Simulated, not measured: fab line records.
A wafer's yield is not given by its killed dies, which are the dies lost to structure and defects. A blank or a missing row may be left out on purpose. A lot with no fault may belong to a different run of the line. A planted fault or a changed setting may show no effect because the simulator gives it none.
fab line records	flow n5Finfet
record: lots: 9	wafers: 27	lastDay: 17
route steps=1938 shown BEOL_M4@1111 BEOL_M13@1703 BEOL_M14@1716 PASSIVATION@1936
lots that met no fault: taken from a fault-free run of the same line
startH: hours from the record's opening day to when the first of the lot's shown wafers began	waitH: hours elapsed since this lot's preceding step	" as in the row above	L1.1+2: a single row standing in for several wafers	- no value, or no start given	* or withheld: withheld	< > ~ a bound
route shown NAME@n: names a module that has steps shown in the file, with the first one's number in the route	usual: the fault-free wafers' mean and standard deviation	same: alike in all rows	chamber/n: place in a boat	sites: readings site by site	_std_site: how widely they spread, as a standard deviation	_edge_site: mean of outer sites minus mean of inner sites	radiusMm: how far each site lies from the wafer's centre	mask NAME#n: copy n	behind: tool/chamber where the wafer was last shaped	hold: reason for holding the lot/hours on hold/outcome of the hold	device: the transistor (n, p or np) that didn't switch	end of line: tests of these same wafers at the route's end	a step given without rows: its recipe and nothing more	killed: count of dies lost to structure and defects at first sort (not the wafer's yield)	map: per-die view of a wafer (x killed, . not killed, _ where there is no die)
set.NAME: the setting as run; set.NAME@STEP: as run at that earlier step	model.NAME: the simulator's own value behind a step, which no gauge read
one table for each step of the route and one row for each wafer, over a sample of lots
services: from which hour (startH, from the record's first day; less than 0 if before it) a tool's chamber was out of use, for how many hours, and why
== steps ==
step: N5_BEOL_M4_RC_MEAS_101
usual: DIBL_N: 36.2/1.6	DIBL_P: 36.1/2	IOFF_N: 0.16/0.032	IOFF_P: 0.22/0.036	ION_N: 672/11	ION_P: 463/7.5	SS_N: 71.4/0.58	SS_P: 73.2/0.67	VT_N: 250/3.3	VT_P: -250/3.3
lot.wafer	tool	chamber	startH	waitH	DIBL_N[mV/V]	DIBL_P[mV/V]	IOFF_N[nA/um]	IOFF_P[nA/um]	ION_N[uA/um]	ION_P[uA/um]	SS_N[mV/dec]	SS_P[mV/dec]	VT_N[mV]	VT_P[mV]
L217.1	prober-01	0	175.49	0.0	35.8	35.9	0.15	0.24	678	477	71.1	73.3	249	-246
L217.5	"	0	"	"	33.8	32.6	0.11	0.19	659	464	70.3	72.6	253	-251
L217.6	"	0	"	"	35.6	34.7	0.15	0.22	672	470	71.3	72.8	248	-247
L219.2	prober-02	0	181.64	0.2	36.3	35.6	0.16	0.23	683	474	71.8	73.3	247	-250
L219.5	"	0	"	"	37.3	37.0	0.18	0.25	680	465	71.7	73.5	247	-246
L219.6	"	0	"	"	37.1	36.1	0.16	0.22	680	472	71.6	73.8	248	-250
L228.1	prober-02	0	246.98	0.0	33.7	33.0	0.12	0.19	657	461	70.5	72.0	252	-246
L228.5	"	0	"	"	35.4	35.0	0.15	0.23	681	468	71.2	72.8	250	-245
L228.6	"	0	"	"	36.2	35.8	0.18	0.23	686	474	71.4	73.0	247	-244
L229.2	prober-02	0	253.70	0.2	37.5	39.2	0.22	0.26	680	463	71.8	74.1	243	-250
L229.3	"	0	"	"	39.5	41.9	0.26	0.31	693	475	73.1	74.5	243	-246
L229.5	"	0	"	"	37.5	39.3	0.20	0.25	690	472	71.6	74.0	245	-250
L231.1	prober-02	0	270.23	0.0	35.3	35.2	0.15	0.20	676	465	71.4	73.8	248	-251
L231.2	"	0	"	"	41.1	40.7	0.29	0.29	699	466	73.2	74.8	240	-247
L231.5	"	0	"	"	36.6	37.4	0.17	0.23	674	466	71.1	73.8	247	-247
L233.1	prober-02	0	273.13	0.0	34.6	34.6	0.12	0.18	661	458	71.6	72.5	254	-253
L233.2	"	0	"	"	35.1	35.6	0.13	0.19	667	461	71.1	72.6	254	-250
L233.5	"	0	"	"	36.8	38.2	0.15	0.23	679	470	72.1	73.9	251	-250
L232.1	prober-02	0	276.46	0.0	34.2	33.8	0.13	0.18	647	455	70.6	72.7	253	-253
L232.3	"	0	"	"	33.3	32.6	0.13	0.17	657	459	70.6	72.4	251	-251
L232.4	"	0	"	"	36.3	36.6	0.17	0.23	665	457	72.2	73.4	248	-250
L237.2	prober-02	0	294.98	0.2	33.0	30.8	0.11	0.15	649	449	71.1	72.6	257	-254
L237.3	"	0	"	"	38.4	38.8	0.20	0.27	676	463	71.9	74.0	248	-244
L237.4	"	0	"	"	35.4	34.2	0.13	0.19	670	463	71.2	72.6	251	-249
L235.1	prober-02	0	317.33	0.0	35.7	34.4	0.15	0.18	675	458	71.3	73.4	250	-255
L235.4	"	0	"	"	35.1	34.1	0.15	0.17	665	449	71.9	73.3	252	-251
L235.5	"	0	"	"	36.1	35.5	0.16	0.19	679	455	71.9	73.0	249	-251
step: N5_BEOL_M13_DEGAS_41
recipe: ambient: vacuum	tempC: 250	timeS: 60
usual: heaterPowerW: 320/39	susceptorTempC: 250.01/0.17
lot.wafer	tool	chamber	startH	waitH	heaterPowerW	susceptorTempC
L217.1	pvdSputter-02	-	255.25	0.6	353	250.05
L217.5	"	-	"	"	339	249.79
L217.6	"	-	"	"	417	249.99
L219.2	pvdSputter-03	-	262.26	0.3	279	250.03
L219.5	"	-	"	"	284	249.87
L219.6	"	-	"	"	310	250.07
L228.1	pvdSputter-01	-	322.99	0.5	289	250.08
L228.5	"	-	"	"	348	250.17
L228.6	"	-	"	"	361	250.01
L229.2	pvdSputter-02	-	331.56	0.2	351	249.89
L229.3	"	-	"	"	430	249.96
L229.5	"	-	"	"	346	250.01
L231.1	pvdSputter-03	-	340.94	0.6	307	249.96
L231.2	"	-	"	"	318	250.12
L231.5	"	-	"	"	280	250.31
L233.1	pvdSputter-03	-	347.16	0.4	317	249.97
L233.2	"	-	"	"	278	250.20
L233.5	"	-	"	"	281	250.06
L232.1	pvdSputter-02	-	347.22	0.2	335	249.97
L232.3	"	-	"	"	418	250.04
L232.4	"	-	"	"	344	250.33
L237.2	pvdSputter-03	-	367.09	0.4	308	249.79
L237.3	"	-	"	"	283	250.09
L237.4	"	-	"	"	283	249.96
L235.1	pvdSputter-02	-	391.49	0.4	302	250.13
L235.4	"	-	"	"	352	249.72
L235.5	"	-	"	"	423	250.10
step: N5_BEOL_M13_SPUTTER_44
recipe: material: Ta	targetThkA: 100	tempC: 50	biasV: 80	powerW: 15000	chamberPressurePa: 0.07	timeS: 16.13
usual: biasV: 80.0/0.79	cathodeDcPowerW: 15000/2.7	susceptorTempC: 49.99/0.11	throttleValvePct: 30.1/1.1
lot.wafer	tool	chamber	startH	waitH	biasV	cathodeDcPowerW	susceptorTempC	throttleValvePct
L217.1	pvdSputter-02	-	255.41	0.0	-	-	-	-
L217.5	"	-	"	"	-	-	-	-
L217.6	"	-	"	"	-	-	-	-
L219.2	pvdSputter-03	-	262.42	0.0	-	-	-	-
L219.5	"	-	"	"	-	-	-	-
L219.6	"	-	"	"	-	-	-	-
L228.1	pvdSputter-01	-	323.15	0.0	80.1	15000	50.07	30.0
L228.5	"	-	"	"	80.7	15000	49.80	31.7
L228.6	"	-	"	"	80.5	15003	50.08	30.8
L229.2	pvdSputter-02	-	331.72	0.0	79.6	15004	50.09	29.6
L229.3	"	-	"	"	79.6	15000	50.17	29.0
L229.5	"	-	"	"	80.4	15000	50.10	29.3
L231.1	pvdSputter-03	-	341.10	0.0	80.6	15001	49.91	29.3
L231.2	"	-	"	"	79.8	14999	49.99	30.4
L231.5	"	-	"	"	78.7	15007	49.88	31.9
L233.1	pvdSputter-03	-	347.32	0.0	79.3	14998	50.08	30.0
L233.2	"	-	"	"	79.6	15003	49.79	32.1
L233.5	"	-	"	"	79.2	15002	49.93	32.3
L232.1	pvdSputter-02	-	347.38	0.0	79.4	15003	50.01	28.6
L232.3	"	-	"	"	78.5	15004	50.02	29.0
L232.4	"	-	"	"	80.0	15003	49.88	29.4
L237.2	pvdSputter-03	-	367.25	0.0	79.7	15005	50.16	29.5
L237.3	"	-	"	"	79.5	15005	49.90	29.4
L237.4	"	-	"	"	79.9	14998	50.06	32.1
L235.1	pvdSputter-02	-	391.65	0.0	79.4	14999	49.91	29.5
L235.4	"	-	"	"	80.2	15001	49.93	29.3
L235.5	"	-	"	"	80.8	14996	50.09	29.3
step: N5_BEOL_M13_CMP_49
recipe: stopOn: SiOC	tOverpolishS: 17.1	downForcePsi: 1	platenRpm: 50	clearingPlatenDownForcePsi: 1.5	clearingPlatenRpm: 50	postCmpClean: cuAlkaline	targetThkNm: 420	clearingPlatenPadVelocityMS: 0.99484	padVelocityMS: 0.99484
usual: barrierFieldEndpointS: 30.1/0.74	motorCurrentA: 5.9/0.46
lot.wafer	tool	chamber	startH	waitH	barrierFieldEndpointS	motorCurrentA
L217.1	cmp-02	3	256.07	0.3	17.3	5.3
L217.5	"	3	"	"	17.9	5.5
L217.6	"	0	"	"	17.9	5.5
L219.2	cmp-01	1	263.15	0.3	18.5	4.9
L219.6	"	3	"	"	19.3	6.4
L219.5	"	0	"	"	17.7	6.2
L228.1	cmp-02	1	323.90	0.3	29.9	5.7
L228.6	"	3	"	"	29.7	5.6
L228.5	"	0	"	"	29.6	5.3
L229.2	cmp-03	2	333.38	0.5	31.0	6.7
L229.3	"	3	"	"	31.3	5.9
L229.5	"	1	"	"	30.8	5.8
L231.1	cmp-02	3	341.76	0.3	29.7	5.6
L231.2	"	0	"	"	30.3	5.5
L231.5	"	0	"	"	30.4	5.7
L233.1	cmp-03	2	348.20	0.3	30.2	6.6
L233.2	"	1	"	"	30.8	6.3
L233.5	"	2	"	"	30.3	6.6
L232.1	cmp-01	2	348.58	0.6	29.6	6.1
L232.3	"	3	"	"	31.5	6.5
L232.4	"	0	"	"	29.7	6.4
L237.2	cmp-03	1	368.36	0.2	29.7	6.3
L237.4	"	2	"	"	29.9	6.5
L237.3	"	3	"	"	30.0	6.0
L235.4	cmp-03	0	392.31	0.1	30.8	5.5
L235.1	"	2	"	"	30.2	7.1
L235.5	"	1	"	"	30.5	6.0
step: N5_BEOL_M13_RS_MEAS_54
recipe: thkMeasGauge: four-point-probe	reads: Cu_of_BEOL_M13_ECD_47+Ta_of_BEOL_M13_SPUTTER_44+TaN_of_BEOL_M13_SPUTTER_43
usual: M13_RS: 0.0451/0.00075
lot.wafer	tool	chamber	startH	waitH	M13_RS[ohm/sq]
L217.1	filmMetro-02	-	256.49	0.0	0.0426
L217.5	"	-	"	"	0.0430
L217.6	"	-	"	"	0.0423
L219.2	filmMetro-01	-	263.50	0.1	0.0435
L219.5	"	-	"	"	0.0434
L219.6	"	-	"	"	0.0434
L228.1	filmMetro-01	-	324.24	0.0	0.0461
L228.5	"	-	"	"	0.0456
L228.6	"	-	"	"	0.0466
L229.2	filmMetro-01	-	333.76	0.1	0.0437
L229.3	"	-	"	"	0.0447
L229.5	"	-	"	"	0.0449
L231.1	filmMetro-02	-	342.18	0.0	0.0449
L231.2	"	-	"	"	0.0440
L231.5	"	-	"	"	0.0450
L233.1	filmMetro-01	-	348.62	0.0	0.0458
L233.2	"	-	"	"	0.0456
L233.5	"	-	"	"	0.0459
L232.1	filmMetro-02	-	349.00	0.0	0.0457
L232.3	"	-	"	"	0.0455
L232.4	"	-	"	"	0.0453
L237.2	filmMetro-01	-	368.78	0.1	0.0449
L237.3	"	-	"	"	0.0446
L237.4	"	-	"	"	0.0439
L235.1	filmMetro-01	-	392.73	0.0	0.0458
L235.4	"	-	"	"	0.0444
L235.5	"	-	"	"	0.0452
step: N5_BEOL_M14_ILD_DEP_00
recipe: material: SiO2	targetThkA: 11193	tempC: 400	precursor: TEOS/O2	pressureTorr: 6.5	rfW: 900	teosFlowSccm: 161.4	gas: O2	flowSccm: 2650	timeS: 237.4
usual: heaterPowerOuterW: 291/51	heaterPowerW: 565/66	showerheadPlenumPTorr: 8.35/0.037	susceptorTempC: 400.02/0.24	throttleValvePct: 19.3/1.8
lot.wafer	tool	chamber	startH	waitH	heaterPowerOuterW	heaterPowerW	showerheadPlenumPTorr	susceptorTempC	throttleValvePct
L217.1	pecvd-04	0	256.56	0.0	310	576	8.35	400.01	22.9
L217.5	"	0	"	"	346	627	8.34	399.94	23.3
L217.6	"	2	"	"	250	516	8.29	400.02	17.5
L219.2	pecvd-02	0	263.56	0.0	236	528	8.29	400.00	20.3
L219.5	"	0	"	"	290	595	8.32	400.45	20.3
L219.6	"	1	"	"	295	543	8.39	399.46	18.8
L228.1	pecvd-02	1	324.31	0.0	355	624	8.39	400.41	18.5
L228.5	"	2	"	"	286	551	8.36	399.64	19.3
L228.6	"	1	"	"	297	524	8.39	400.35	18.9
L229.2	pecvd-02	2	333.82	0.0	262	502	8.36	399.71	19.1
L229.3	"	2	"	"	307	568	8.39	399.73	19.2
L229.5	"	1	"	"	347	616	8.39	400.22	18.9
L231.1	pecvd-04	0	342.25	0.0	289	549	8.32	400.03	23.6
L231.2	"	1	"	"	219	503	8.36	399.87	18.9
L231.5	"	0	"	"	333	617	8.31	400.38	23.5
L233.1	pecvd-04	2	348.69	0.0	282	558	8.30	400.38	17.6
L233.2	"	1	"	"	272	554	8.34	400.30	18.8
L233.5	"	1	"	"	293	584	8.34	400.08	19.0
L232.1	pecvd-03	1	349.06	0.0	266	497	8.41	399.65	20.1
L232.3	"	2	"	"	377	679	8.32	399.87	18.2
L232.4	"	0	"	"	309	622	8.38	400.10	18.1
L237.2	pecvd-04	2	368.85	0.0	318	598	8.31	400.11	17.3
L237.3	"	0	"	"	340	625	8.37	400.50	23.3
L237.4	"	0	"	"	233	473	8.35	400.41	23.2
L235.1	pecvd-04	0	392.80	0.0	319	591	8.35	400.32	23.4
L235.4	"	1	"	"	291	579	8.36	399.95	18.9
L235.5	"	0	"	"	229	463	8.37	400.42	23.2
step: N5_PASSIVATION_PROBE_49
usual: defectLimitedYield: 91.4/1.3	killed_at_M0_to_M3: 34/10	killed_at_M4_up: 14/5.6	killedAtContacts: 13/5.9	killedAtFrontEnd: 37/9.9	killedAtOther: 3.5/2.8	killedDies: 101/15	killedOpen: 67/12	killedShort: 32/6.6	sort_bin_4_leakage: 0.00/0.014	sort_bin_5_function: 5.0/0.81	sort_bin_6_memory: 3.2/0.66	sortNPass: 1079/15	sortYieldPct: 91.4/1.3
same: grossDies: 1180	killedAtBackSide: 0	sort_bin_8_speed[%]: 0
lot.wafer	tool	chamber	startH	waitH	defectLimitedYield[%]	killed_at_M0_to_M3	killed_at_M4_up	killedAtContacts	killedAtFrontEnd	killedAtOther	killedDies	killedOpen	killedShort	sort_bin_4_leakage[%]	sort_bin_5_function[%]	sort_bin_6_memory[%]	sortNPass	sortYieldPct[%]
L219.2	prober-02	-	288.47	0.1	82.9	39	126	8	26	3	202	59	28	0	13.6	3.3	978	82.9
L219.5	prober-02	-	288.62	0.2	83.2	33	133	4	26	2	198	61	23	0	13.8	2.5	982	83.2
L219.6	prober-02	-	288.67	0.3	83.1	34	123	8	30	4	199	55	34	0	13.6	3.2	981	83.1
L217.1	prober-02	-	289.88	0.0	83.1	29	110	17	36	7	199	73	26	0	13.2	3.2	981	83.1
L217.5	prober-02	-	290.08	0.2	82.6	33	123	17	30	2	205	63	29	0	14.4	2.5	975	82.6
L217.6	prober-02	-	290.13	0.3	83.6	35	103	16	35	4	193	55	38	0	13.2	2.9	987	83.6
L229.2	prober-02	-	359.23	0.1	93.7	18	13	22	16	5	74	42	32	0	3.4	2.7	1106	93.7
L229.3	prober-02	-	359.28	0.1	92.3	19	10	36	22	4	91	62	29	0	4.9	2.6	1089	92.3
L229.5	prober-02	-	359.38	0.2	90.8	29	10	25	44	0	108	66	42	0	5.4	3.6	1072	90.8
killed by level:class
L219.2 BEOL_M13:areaSputter=113 BEOL_M2:geometricParticle:open=9 STI_FIN_REVEAL:geometricParticle:open=8 MOL_CONTACT_COAG:geometricParticle:open=8 BEOL_M0_SAQP:geometricParticle:open=6 GATE_CUT:geometricParticle:short=5 BEOL_M0_SAQP:geometricParticle:short=5 BEOL_M0:geometricParticle:open=5
L219.5 BEOL_M13:areaSputter=110 BEOL_M2:geometricParticle:open=12 BEOL_M4:geometricParticle:open=10 GATE_CUT:geometricParticle:short=6 BEOL_M0_SAQP:geometricParticle:open=6 STI_FIN_REVEAL:geometricParticle:open=4 BEOL_M1:geometricParticle:open=4 FIN_SAQP:geometricParticle:open=3
L219.6 BEOL_M13:areaSputter=109 MOL_CONTACT_COAG:geometricParticle:open=7 FIN_SAQP:geometricParticle:short=6 BEOL_M0_SAQP:geometricParticle:short=6 STI_FIN_REVEAL:geometricParticle:open=5 BEOL_M0_SAQP:geometricParticle:open=5 BEOL_M2:geometricParticle:open=5 BEOL_M4:geometricParticle:open=5
L217.1 BEOL_M13:areaSputter=95 MOL_CONTACT_COAG:geometricParticle:open=15 BEOL_M1:geometricParticle:open=11 STI_FIN_REVEAL:geometricParticle:open=10 BEOL_M3:geometricParticle:open=8 BEOL_M4:geometricParticle:open=8 GATE_CUT:geometricParticle:short=5 BEOL_M0_SAQP:geometricParticle:open=5
L217.5 BEOL_M13:areaSputter=112 MOL_CONTACT_COAG:geometricParticle:open=16 BEOL_M3:geometricParticle:open=9 BEOL_M1:geometricParticle:open=7 DUMMY_GATE:geometricParticle:open=6 STI_FIN_REVEAL:geometricParticle:open=5 GATE_CUT:geometricParticle:short=5 FIN_SAQP:geometricParticle:short=4
L217.6 BEOL_M13:areaSputter=99 MOL_CONTACT_COAG:geometricParticle:open=11 FIN_SAQP:geometricParticle:short=10 BEOL_M1:geometricParticle:open=10 BEOL_M0:geometricParticle:open=7 FIN_SAQP:geometricParticle:open=6 GATE_CUT:geometricParticle:open=5 MOL_CONTACT_COAG:geometricParticle:short=5
L229.2 MOL_CONTACT_COAG:geometricParticle:open=13 MOL_CONTACT_COAG:geometricParticle:short=9 BEOL_M4:geometricParticle:open=6 BEOL_M2:geometricParticle:open=5 FIN_SAQP:geometricParticle:short=4 BEOL_M0_SAQP:geometricParticle:short=4 STI_FIN_REVEAL:geometricParticle:open=3 ILD0:geometricParticle:short=2
L229.3 MOL_CONTACT_COAG:geometricParticle:open=27 MOL_CONTACT_COAG:geometricParticle:short=9 STI_FIN_REVEAL:geometricParticle:open=7 BEOL_M1:geometricParticle:open=7 STARTING-WAFER:geometricParticle:open=4 STI_FIN_REVEAL:geometricParticle:short=3 ILD0:geometricParticle:short=3 BEOL_M0_SAQP:geometricParticle:open=3
L229.5 STI_FIN_REVEAL:geometricParticle:open=17 MOL_CONTACT_COAG:geometricParticle:open=16 FIN_SAQP:geometricParticle:short=9 MOL_CONTACT_COAG:geometricParticle:short=9 BEOL_M2:geometricParticle:open=8 BEOL_M3:geometricParticle:short=8 STI_FIN_REVEAL:geometricParticle:short=7 BEOL_M0_SAQP:geometricParticle:open=5
== services ==
tool	chamber	startH	hours	kind
cmp-02	-	231.37	0.9	repair
cmp-01	-	291.99	1.7	repair
pecvd-03	-	309.27	0.5	repair
cmp-03	-	311.97	4.0	pm
cmp-03	-	315.97	-	consumableReplace:conditioner
cmp-03	-	315.97	-	consumableReplace:pad
pecvd-04	-	319.34	11.9	repair
pecvd-02	0	322.80	-	clean
pecvd-02	0	322.80	29.5	scheduledDown
pecvd-02	0	322.80	29.5	ventCycle
cmp-03	-	324.02	4.8	pm
pecvd-02	-	326.81	1.8	repair
pecvd-03	1	335.09	5.5	scheduledDown
cmp-02	-	337.85	1.1	repair
cmp-01	-	340.13	7.8	pm
cmp-02	-	344.61	0.6	repair
pecvd-03	-	358.62	2.8	repair
cmp-01	-	372.76	4.5	pm
cmp-01	-	377.37	10.4	pm
pecvd-04	0	378.83	2.1	scheduledDown
cmp-03	-	381.02	1.8	repair
pecvd-03	1	383.62	-	clean
pecvd-03	1	383.62	-	consumableReplace:showerhead
pecvd-03	1	383.62	29.0	scheduledDown
== key ==
firstSign: step: N5_BEOL_M13_SPUTTER_44	reading: toolRecord	direction: missing
effect: step: N5_BEOL_M13_CMP_49	reading: barrierFieldEndpointS	direction: down	sigmas: 16	usual: 30.1	struck: 18.1
effect: step: N5_PASSIVATION_PROBE_49	reading: killed_at_M4_up	direction: up	sigmas: 19	usual: 14	struck: 120
moreKillsBornAt: N5_BEOL_M13_SPUTTER_44@pvdSputter-03: 334	N5_BEOL_M13_SPUTTER_44@pvdSputter-02: 309
metAt N5_BEOL_M13_SPUTTER_44
struckLots L217,L219
notActingAt N5_BEOL_M13_DEGAS_41,N5_BEOL_M13_RS_MEAS_54,N5_BEOL_M14_ILD_DEP_00
fault: kind: skippedStepWhole	tool: pvdSputter-02,pvdSputter-03	chamber: -	onsetH: 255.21	steps: N5_BEOL_M13_SPUTTER_44	scope: struckLotsOnly
